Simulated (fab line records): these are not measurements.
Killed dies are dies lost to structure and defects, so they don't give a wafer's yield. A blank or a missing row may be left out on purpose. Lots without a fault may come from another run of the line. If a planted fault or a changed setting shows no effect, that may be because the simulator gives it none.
Comparing a struck lot with a sound one / flow nand-harc / 38 steps out of a route of 1302
Sound: the wafers L197.3, L197.4, L197.6. Wafers struck: L207.1, L207.2, L207.6. The cause is given at the end.
Order at every step that has rows: each side's tool, ch and its chambers, its first start. Under that, the readings that differ: sound wafers / struck wafers / difference of the means / sigmas: that difference in standard deviations of wafers without a fault.
alike: a reading whose means differ by less than 2 such deviations, as well as words and numbers matching on both sides. not compared: withheld readings; readings where some wafer has no value; bounds like >300 that might hide an equal value; numbers whose values overlap and for which the record gives no deviation.
The two part at a step that has a row with sigmas, a row that says differs or no value, or rows on one side only. Numbers that don't overlap but have no deviation are shown without sigmas and don't part them. A reading that every wafer of one side lacks parts them only if that side has two wafers or more.

first, 10 steps without rows for these wafers: NHARC_A_CHANNEL_HOLE_D2_DEP_00 (deposits aC, target thk 3100 nm); NHARC_A_CHANNEL_HOLE_D2_DEP_01 (deposits SiON, target thk 140 nm); NHARC_A_CHANNEL_HOLE_D2_DEHYDRATE_02 (time 120 s); NHARC_A_CHANNEL_HOLE_D2_HMDS_03 (time 30 s); NHARC_A_CHANNEL_HOLE_D2_COAT_36 (time 75 s); NHARC_A_CHANNEL_HOLE_D2_COAT_37 (time 65 s); NHARC_A_CHANNEL_HOLE_D2_COAT_04 (resist thk 90 nm); NHARC_A_CHANNEL_HOLE_D2_SOFTBAKE_05 (time 55 s); NHARC_A_CHANNEL_HOLE_D2_EBR_06; NHARC_A_CHANNEL_HOLE_D2_EXPOSE_07 (exposes mask HOLE D2, target cd 100 nm).
NHARC_A_CHANNEL_HOLE_D2_PEB_08: peb time 65 s.
  sound on litho-track-04 ch 0, day 14 09:35; struck on litho-track-04 ch 0, day 18 01:53
  alike: chill-plate-temp-C
then, 1 step without rows for these wafers: NHARC_A_CHANNEL_HOLE_D2_DEVELOP_09 (develop time 35 s).
NHARC_A_CHANNEL_HOLE_D2_CD_MEAS_10: target cd 100 nm.
  sound on cd-sem-01 ch 0, day 14 09:41; struck on cd-sem-03 ch 0, day 18 01:58
reading=cd-nm (nm); sound=99.6 100.2 99.8; struck=105.3 105.7 105.4; difference=+5.6; sigmas=+14
NHARC_A_CHANNEL_HOLE_D2_DESCUM_15: chemistry O2, time 3 s.
  sound on rie-diel-10 ch 0,2, day 14 09:52; struck on rie-diel-12 ch 0,3, day 18 02:09
reading=model.A_CHANNEL_HOLE_D2.cd-nm (nm); sound=99.35 99.88 99.29; struck=105.2 105.8 105.2; difference=+5.9; sigmas=
  alike: drypump-motor-current-A, oes-product-au, rf-vpp-V, showerhead-plenum-p-Torr, throttle-valve-pct
  not compared: rf-hours-counter-h
then, 4 steps without rows for these wafers: NHARC_A_CHANNEL_HOLE_D2_ETCH_38 (etches the open film in CF4, target depth 39 nm, time 65 s); NHARC_A_CHANNEL_HOLE_D2_ETCH_39 (etches the open film in N2/H2, target depth 260 nm, time 325 s); NHARC_A_CHANNEL_HOLE_D2_ETCH_34 (etches the open film in CF4/CHF3, target depth 154 nm, time 77 s); NHARC_A_CHANNEL_HOLE_D2_ETCH_16 (etches the open film in O2/COS, target depth 3100 nm, time 806 s).
NHARC_A_CHANNEL_HOLE_D2_CD_MEAS_18:
  sound on cd-sem-01 at day 14 10:58; struck on cd-sem-03 at day 18 03:15
reading=cd-nm (nm); sound=99.8 98.3 100.0; struck=106.1 106.1 105.8; difference=+6.6; sigmas=+4
then, 12 steps without rows for these wafers: NHARC_A_CHANNEL_HOLE_D2_ETCH_19 (etches the open film in C4F8/O2/Ar, time 34.5 s); NHARC_A_CHANNEL_HOLE_D2_ETCH_20 (etches the open film in C4F8/O2/Ar, time 361.9 s, target depth 1600 nm); NHARC_A_CHANNEL_HOLE_D2_ETCH_21 (etches the open film in C4F8/O2/Ar, time 514.3 s, target depth 1600 nm); NHARC_A_CHANNEL_HOLE_D2_ETCH_22 (etches the open film in C4F8/O2/Ar, time 666.7 s, target depth 1600 nm); NHARC_A_CHANNEL_HOLE_D2_ETCH_23 (etches the open film in C4F8/O2/Ar, time 819 s, target depth 1600 nm); NHARC_A_CHANNEL_HOLE_D2_ETCH_24 (etches the open film in C4F8/O2/Ar, time 906.2 s, target depth 1500 nm); NHARC_A_CHANNEL_HOLE_D2_ETCH_25 (etches the open film in C4F8/O2/Ar, time 1040.2 s, target depth 1500 nm); NHARC_A_CHANNEL_HOLE_D2_ETCH_26 (etches the open film in C4F8/O2/Ar, time 224.1 s, target depth 300 nm); NHARC_A_CHANNEL_HOLE_D2_ETCH_27 (etches the open film in C4F8/O2/Ar, time 90 s, target depth 400 nm); NHARC_A_CHANNEL_HOLE_D2_STRIP_41 (strips in N2/H2); NHARC_A_CHANNEL_HOLE_D2_STRIP_42 (strips in CF4/CHF3); NHARC_A_CHANNEL_HOLE_D2_STRIP_43 (strips in O2/COS).
NHARC_A_CHANNEL_HOLE_D2_ETCH_44: etches the open film in CF4/O2, target depth 140 nm, overetch 14 nm, time 77 s.
  sound on rie-diel-10 ch 0,1,2, day 14 15:46; struck on rie-diel-11 ch 1,2,3, day 18 10:22
reading=model.A_CHANNEL_HOLE_D2.cd-nm (nm); sound=88.74 88.89 88.79; struck=94.55 95.62 95.55; difference=+6.43; sigmas=
  alike: drypump-motor-current-A, oes-product-au, rf-vpp-V, showerhead-plenum-p-Torr, throttle-valve-pct
  not compared: rf-hours-counter-h
then, 3 steps without rows for these wafers: NHARC_A_CHANNEL_HOLE_D2_STRIP_28 (strips in O2); NHARC_A_CHANNEL_HOLE_D2_PRECLEAN_29 (cleans in SC1); NHARC_A_CHANNEL_HOLE_D2_SRD_30.
NHARC_A_CHANNEL_HOLE_D2_CD_MEAS_31:
  sound on cd-sem-02 at day 14 16:34; struck on cd-sem-03 at day 18 11:10
reading=cd-nm (nm); sound=88.4 88.9 88.8; struck=94.9 95.8 95.4; difference=+6.7; sigmas=+7
NHARC_A_CHANNEL_HOLE_D2_XSEM_32:
  sound on xsem-01 ch 0, day 14 16:39; struck on xsem-01 ch 0, day 18 11:15
reading=bot-cd-nm (nm); sound=72.8 73.1 73.9; struck=79.7 80.6 80.4; difference=+7.0; sigmas=+6
  alike: bow-nm, tilt-deg
-- record jumps: 14 days between struck wafers' starts before vs after; left off in module A_CHANNEL_HOLE_D2, resumes in module END, first step shown is number 1302 of the route --
NHARC_END_SORT_01:
  sound on prober-01 ch 0, day 25 10:02; struck on prober-02 ch 0, day 32 09:20
  alike: killed-at-array, killed-at-other, killed-at-periphery, killed-dies, killed-open, killed-short

## WHERE THEY PART
First at NHARC_A_CHANNEL_HOLE_D2_CD_MEAS_10; last, within this record, at NHARC_A_CHANNEL_HOLE_D2_XSEM_32. Later steps at which nothing parts them and some readings are alike: NHARC_END_SORT_01.

WHY: what had been put in by the simulator
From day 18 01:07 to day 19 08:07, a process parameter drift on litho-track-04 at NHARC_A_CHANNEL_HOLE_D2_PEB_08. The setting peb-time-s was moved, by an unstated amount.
